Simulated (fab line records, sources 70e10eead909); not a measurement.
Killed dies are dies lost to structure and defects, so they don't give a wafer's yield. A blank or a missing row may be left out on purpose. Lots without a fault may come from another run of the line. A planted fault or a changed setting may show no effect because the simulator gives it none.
Which tool did it? | flow nand_harc | 24 lots, 72 wafers sampled, at 6 steps of a route of 1302

WHAT THE GAUGES READ, wafer by wafer
NHARC_A_CONTACT_CD_MEAS_53.
lot  | measured     | on        | cd_nm (nm)
L075 | day 22 00:56 | cd_sem-01 | 290.2 289.8 289.1
L074 | day 22 06:16 | cd_sem-03 | 289.4 289.7 290.2
L076 | day 22 07:59 | cd_sem-02 | 290.7 289.6 290.2
L078 | day 22 22:20 | cd_sem-01 | 289.9 289.5 289.7
L077 | day 22 22:17 | cd_sem-03 | 288.7 289.5 288.5
L079 | day 23 18:46 | cd_sem-03 | 287.6 289.0 288.5
L081 | day 24 15:19 | cd_sem-02 | 289.3 288.6 288.6
L080 | day 24 15:33 | cd_sem-01 | 287.9 287.5 288.1
L082 | day 25 03:58 | cd_sem-01 | 291.1 290.6 290.4
L084 | day 25 19:20 | cd_sem-02 | 288.0 287.9 289.0
L083 | day 25 20:38 | cd_sem-03 | 290.6 289.7 289.8
L085 | day 26 09:36 | cd_sem-02 | 289.1 289.6 289.6
L086 | day 26 10:57 | cd_sem-02 | 288.6 289.3 289.1
L090 | day 27 18:07 | cd_sem-03 | 291.3 291.0 290.2
L087 | day 27 18:09 | cd_sem-01 | 290.6 290.1 289.4
L088 | day 28 08:17 | cd_sem-01 | 289.0 288.8 289.1
L089 | day 28 10:46 | cd_sem-02 | 290.5 289.4 290.0
L092 | day 28 14:17 | cd_sem-03 | 289.0 288.6 289.4
L091 | day 28 16:44 | cd_sem-02 | 289.7 291.1 290.0
L094 | day 29 17:28 | cd_sem-02 | 289.2 289.0 290.7
L093 | day 29 18:09 | cd_sem-02 | 290.2 290.1 290.2
L095 | day 30 17:34 | cd_sem-01 | 291.5 290.4 290.9
L096 | day 31 13:43 | cd_sem-01 | 288.0 288.3 289.0
L097 | day 32 02:00 | cd_sem-03 | 288.2 289.2 288.3

WHICH TOOL RAN EACH LOT (tool, then ch and the chambers of the sampled wafers, then the start)
lot  | NHARC_A_CONTACT_ETCH_50                       | NHARC_A_CONTACT_ETCH_112             | NHARC_A_CONTACT_ETCH_113             | NHARC_A_CONTACT_ETCH_117             | NHARC_A_CONTACT_ETCH_90
L075 | rie_diel-10 ch 0,2,3, day 21 21:51 or earlier | har_cap_etch-02 ch 0,1, day 21 21:51 | har_cap_etch-02 ch 0,1, day 21 22:01 | har_cap_etch-02 ch 0,1, day 21 22:43 | rie_diel-03 ch 0,1,3, day 22 00:43
L074 | rie_diel-03 ch 0,3, day 22 03:13 or earlier   | har_cap_etch-03 ch 0,1, day 22 03:13 | har_cap_etch-03 ch 0,1, day 22 03:23 | har_cap_etch-03 ch 0,1, day 22 04:04 | rie_diel-03 ch 0,1, day 22 06:03
L076 | rie_diel-10 ch 0,1,2, day 22 04:57 or earlier | har_cap_etch-02 ch 0,1, day 22 04:57 | har_cap_etch-02 ch 0,1, day 22 05:07 | har_cap_etch-02 ch 0,1, day 22 05:48 | rie_diel-10 ch 0,1,3, day 22 07:48
L078 | rie_diel-11 ch 1,3, day 22 18:25 or earlier   | har_cap_etch-01 ch 0,1, day 22 18:25 | har_cap_etch-01 ch 0,1, day 22 18:39 | har_cap_etch-01 ch 0,1, day 22 19:34 | rie_diel-03 ch 0,2,3, day 22 22:08
L077 | rie_diel-03 ch 1,2, day 22 19:11 or earlier   | har_cap_etch-03 ch 1, day 22 19:11   | har_cap_etch-03 ch 1, day 22 19:22   | har_cap_etch-03 ch 1, day 22 20:02   | rie_diel-03 ch 0,1,2, day 22 22:02
L079 | rie_diel-03 ch 1,2,3, day 23 15:44 or earlier | har_cap_etch-01 ch 0,1, day 23 15:44 | har_cap_etch-01 ch 0,1, day 23 15:55 | har_cap_etch-01 ch 0,1, day 23 16:36 | rie_diel-03 ch 0,1,3, day 23 18:34
L081 | rie_diel-03 ch 2,3, day 24 12:14 or earlier   | har_cap_etch-02 ch 0,1, day 24 12:14 | har_cap_etch-02 ch 0,1, day 24 12:25 | har_cap_etch-02 ch 0,1, day 24 13:05 | rie_diel-03 ch 0,1,3, day 24 15:06
L080 | rie_diel-10 ch 0,3, day 24 12:27 or earlier   | har_cap_etch-01 ch 0, day 24 12:27   | har_cap_etch-01 ch 0, day 24 12:38   | har_cap_etch-01 ch 0, day 24 13:19   | rie_diel-11 ch 0,1, day 24 15:20
L082 | rie_diel-03 ch 1,2,3, day 25 00:53 or earlier | har_cap_etch-01 ch 0,1, day 25 00:53 | har_cap_etch-01 ch 0,1, day 25 01:04 | har_cap_etch-01 ch 0,1, day 25 01:45 | rie_diel-03 ch 0,2, day 25 03:46
L084 | rie_diel-03 ch 0,2,3, day 25 15:26 or earlier | har_cap_etch-02 ch 0,1, day 25 15:26 | har_cap_etch-02 ch 0,1, day 25 15:40 | har_cap_etch-02 ch 0,1, day 25 16:35 | rie_diel-03 ch 0,1, day 25 19:08
L083 | rie_diel-10 ch 0,1,3, day 25 16:47 or earlier | har_cap_etch-03 ch 0,1, day 25 16:47 | har_cap_etch-03 ch 0,1, day 25 17:00 | har_cap_etch-03 ch 0,1, day 25 17:55 | rie_diel-03 ch 0,2,3, day 25 20:25
L085 | rie_diel-11 ch 0,1,3, day 26 06:35 or earlier | har_cap_etch-01 ch 0,1, day 26 06:35 | har_cap_etch-01 ch 0,1, day 26 06:45 | har_cap_etch-01 ch 0,1, day 26 07:26 | rie_diel-03 ch 1,2, day 26 09:23
L086 | rie_diel-03 ch 0,3, day 26 07:10 or earlier   | har_cap_etch-02 ch 0,1, day 26 07:10 | har_cap_etch-02 ch 0,1, day 26 07:24 | har_cap_etch-02 ch 0,1, day 26 08:19 | rie_diel-03 ch 0,2,3, day 26 10:46
L090 | rie_diel-10 ch 0,1,2, day 27 15:02 or earlier | har_cap_etch-03 ch 0,1, day 27 15:02 | har_cap_etch-03 ch 0,1, day 27 15:12 | har_cap_etch-03 ch 0,1, day 27 15:53 | rie_diel-10 ch 0,1,3, day 27 17:51
L087 | rie_diel-11 ch 1,2,3, day 27 15:05 or earlier | har_cap_etch-01 ch 0,1, day 27 15:05 | har_cap_etch-01 ch 0,1, day 27 15:15 | har_cap_etch-01 ch 0,1, day 27 15:56 | rie_diel-10 ch 1,2,3, day 27 17:56
L088 | rie_diel-03 ch 2,3, day 28 05:15 or earlier   | har_cap_etch-01 ch 0,1, day 28 05:15 | har_cap_etch-01 ch 0,1, day 28 05:25 | har_cap_etch-01 ch 0,1, day 28 06:07 | rie_diel-03 ch 2,3, day 28 08:05
L089 | rie_diel-03 ch 0,2, day 28 07:40 or earlier   | har_cap_etch-02 ch 0,1, day 28 07:40 | har_cap_etch-02 ch 0,1, day 28 07:50 | har_cap_etch-02 ch 0,1, day 28 08:31 | rie_diel-11 ch 1,2, day 28 10:34
L092 | rie_diel-03 ch 0,2,3, day 28 11:14 or earlier | har_cap_etch-01 ch 0,1, day 28 11:14 | har_cap_etch-01 ch 0,1, day 28 11:24 | har_cap_etch-01 ch 0,1, day 28 12:05 | rie_diel-03 ch 0,1,3, day 28 14:05
L091 | rie_diel-11 ch 1,3, day 28 13:38 or earlier   | har_cap_etch-03 ch 0,1, day 28 13:38 | har_cap_etch-03 ch 0,1, day 28 13:49 | har_cap_etch-03 ch 0,1, day 28 14:29 | rie_diel-03 ch 0,2, day 28 16:31
L094 | rie_diel-03 ch 1,2,3, day 29 14:25 or earlier | har_cap_etch-01 ch 0,1, day 29 14:25 | har_cap_etch-01 ch 0,1, day 29 14:35 | har_cap_etch-01 ch 0,1, day 29 15:16 | rie_diel-11 ch 0,2,3, day 29 17:14
L093 | rie_diel-11 ch 0,1, day 29 14:49 or earlier   | har_cap_etch-03 ch 0,1, day 29 14:49 | har_cap_etch-03 ch 0,1, day 29 14:59 | har_cap_etch-03 ch 0,1, day 29 15:41 | rie_diel-10 ch 1,2,3, day 29 17:56
L095 | rie_diel-10 ch 1,3, day 30 14:30 or earlier   | har_cap_etch-01 ch 0,1, day 30 14:30 | har_cap_etch-01 ch 0,1, day 30 14:40 | har_cap_etch-01 ch 0,1, day 30 15:22 | rie_diel-03 ch 0,1,2, day 30 17:23
L096 | rie_diel-03 ch 0,1,3, day 31 10:38 or earlier | har_cap_etch-01 ch 0,1, day 31 10:38 | har_cap_etch-01 ch 0,1, day 31 10:49 | har_cap_etch-01 ch 0,1, day 31 11:29 | rie_diel-03 ch 0,1,2, day 31 13:32
L097 | rie_diel-11 ch 0,3, day 31 22:58 or earlier   | har_cap_etch-02 ch 0, day 31 22:58   | har_cap_etch-02 ch 0, day 31 23:08   | har_cap_etch-02 ch 0, day 31 23:49   | rie_diel-03 ch 0,3, day 32 01:47
- NHARC_A_CONTACT_ETCH_50: etches the open film in CF4/CHF3, target depth 121 nm, time 60.5 s.
- NHARC_A_CONTACT_ETCH_112: etches the open film in C4F8/O2/Ar, time 190 s, target depth 1850 nm.
- NHARC_A_CONTACT_ETCH_113: etches the open film in C4F8/O2/Ar, time 190 s, target depth 1850 nm.
- NHARC_A_CONTACT_ETCH_117: etches the open film in C4F8/O2/Ar, time 190 s, target depth 1850 nm.
- NHARC_A_CONTACT_ETCH_90: etches the open film in CH3F/O2, target depth 40 nm, time 85.7 s.

WHAT THE TOOLS THEMSELVES READ (means of the sampled wafers that have a number; where no wafer has one, the mark that the record gives instead)
NHARC_A_CONTACT_ETCH_50.
lot  | tool        | drypump_motor_current_A (A) | oes_product_au (a.u.) | rf_vpp_V (V) | showerhead_plenum_p_Torr (Torr) | throttle_valve_pct (%)
L075 | rie_diel-10 | 5.7                         | 0.971                 | 371.1        | 1.60                            | 16.793
L074 | rie_diel-03 | 5.3                         | 0.957                 | 374.6        | 1.68                            | 16.803
L076 | rie_diel-10 | 5.5                         | 0.955                 | 371.1        | 1.57                            | 16.800
L078 | rie_diel-11 | 5.7                         | 0.963                 | 372.7        | 1.64                            | 16.809
L077 | rie_diel-03 | 6.0                         | 0.989                 | 369.1        | 1.54                            | 16.797
L079 | rie_diel-03 | 5.7                         | 0.936                 | 371.3        | 1.58                            | 16.809
L081 | rie_diel-03 | 5.4                         | 0.967                 | 372.9        | 1.63                            | 16.806
L080 | rie_diel-10 | 5.8                         | 0.926                 | 373.2        | 1.64                            | 16.809
L082 | rie_diel-03 | 5.7                         | 0.982                 | 371.2        | 1.58                            | 16.786
L084 | rie_diel-03 | 5.6                         | 0.934                 | 372.0        | 1.64                            | 16.811
L083 | rie_diel-10 | 5.6                         | 0.921                 | 372.2        | 1.61                            | 16.801
L085 | rie_diel-11 | 5.7                         | 0.919                 | 372.2        | 1.61                            | 16.810
L086 | rie_diel-03 | 5.1                         | 0.975                 | 372.3        | 1.66                            | 16.791
L090 | rie_diel-10 | 5.5                         | 0.977                 | 370.4        | 1.55                            | 16.800
L087 | rie_diel-11 | 5.8                         | 0.963                 | 372.7        | 1.63                            | 16.811
L088 | rie_diel-03 | 5.8                         | 0.982                 | 372.2        | 1.61                            | 16.796
L089 | rie_diel-03 | 6.0                         | 0.979                 | 373.0        | 1.62                            | 16.802
L092 | rie_diel-03 | 5.6                         | 0.971                 | 373.2        | 1.64                            | 16.808
L091 | rie_diel-11 | 5.7                         | 0.972                 | 372.6        | 1.63                            | 16.815
L094 | rie_diel-03 | 5.7                         | 0.968                 | 370.8        | 1.58                            | 16.808
L093 | rie_diel-11 | 5.5                         | 0.916                 | 373.4        | 1.65                            | 16.805
L095 | rie_diel-10 | 5.4                         | 0.928                 | 372.5        | 1.61                            | 16.805
L096 | rie_diel-03 | 5.4                         | 0.968                 | 372.1        | 1.61                            | 16.808
L097 | rie_diel-11 | 5.9                         | 0.933                 | 369.8        | 1.56                            | 16.810

NHARC_A_CONTACT_ETCH_90.
lot  | tool        | drypump_motor_current_A (A) | oes_product_au (a.u.) | rf_vpp_V (V) | showerhead_plenum_p_Torr (Torr) | throttle_valve_pct (%)
L075 | rie_diel-03 | 5.4                         | 1.00                  | 244.2        | 2.53                            | 20.656
L074 | rie_diel-03 | 5.5                         | 0.94                  | 245.3        | 2.56                            | 20.670
L076 | rie_diel-10 | 5.6                         | 0.92                  | 245.2        | 2.52                            | 20.659
L078 | rie_diel-03 | 5.5                         | 1.01                  | 245.7        | 2.58                            | 20.668
L077 | rie_diel-03 | 5.9                         | 0.94                  | 244.7        | 2.50                            | 20.661
L079 | rie_diel-03 | 5.4                         | 0.93                  | 244.8        | 2.53                            | 20.670
L081 | rie_diel-03 | 5.4                         | 0.93                  | 245.5        | 2.53                            | 20.665
L080 | rie_diel-11 | 5.6                         | 0.91                  | 245.5        | 2.57                            | 20.659
L082 | rie_diel-03 | 6.0                         | 0.93                  | 245.9        | 2.54                            | 20.667
L084 | rie_diel-03 | 5.7                         | 0.95                  | 244.3        | 2.45                            | 20.660
L083 | rie_diel-03 | 5.6                         | 1.00                  | 245.7        | 2.57                            | 20.668
L085 | rie_diel-03 | 6.0                         | 1.02                  | 243.2        | 2.40                            | 20.658
L086 | rie_diel-03 | 5.6                         | 0.93                  | 245.8        | 2.57                            | 20.668
L090 | rie_diel-10 | 5.6                         | 0.93                  | 245.4        | 2.51                            | 20.665
L087 | rie_diel-10 | 5.6                         | 1.00                  | 245.2        | 2.50                            | 20.660
L088 | rie_diel-03 | 5.4                         | 0.93                  | 245.8        | 2.54                            | 20.659
L089 | rie_diel-11 | 5.7                         | 0.99                  | 246.0        | 2.60                            | 20.668
L092 | rie_diel-03 | 5.4                         | 0.93                  | 246.3        | 2.52                            | 20.668
L091 | rie_diel-03 | 6.0                         | 1.01                  | 246.0        | 2.54                            | 20.669
L094 | rie_diel-11 | 5.9                         | 0.92                  | 245.3        | 2.51                            | 20.663
L093 | rie_diel-10 | 5.6                         | 0.93                  | 244.7        | 2.49                            | 20.659
L095 | rie_diel-03 | 5.9                         | 1.01                  | 244.7        | 2.49                            | 20.664
L096 | rie_diel-03 | 5.9                         | 0.96                  | 244.6        | 2.49                            | 20.659
L097 | rie_diel-03 | 5.3                         | 0.99                  | 246.0        | 2.62                            | 20.661

THE ANSWER, worked out from the rows above alone
Rule: what is usual is taken from the lots themselves. Put in order of their means at a reading, lots are off if they are a third of the lots or fewer, leave a main group of 4 or more, and stand apart from it by a gap of 3 or more times the standard deviation of the main group's means; of several such gaps the widest counts. A main group whose means are all the same, to the digits that the tables above print for the reading, isn't used. A lot without any number at a reading at which 4 lots or more have one is off too. The other lots that the step has rows for count as sound. The gauges are gone through in route order, then the tools' own readings, and for those a lot's mean is taken as printed above. The first step at which some lot is off is used, and at that step the reading that is off furthest; a lot without a number counts as furthest.
No lot is off at any reading shown: from this, nothing can be told.

WHAT THE SIMULATOR HAD PUT IN
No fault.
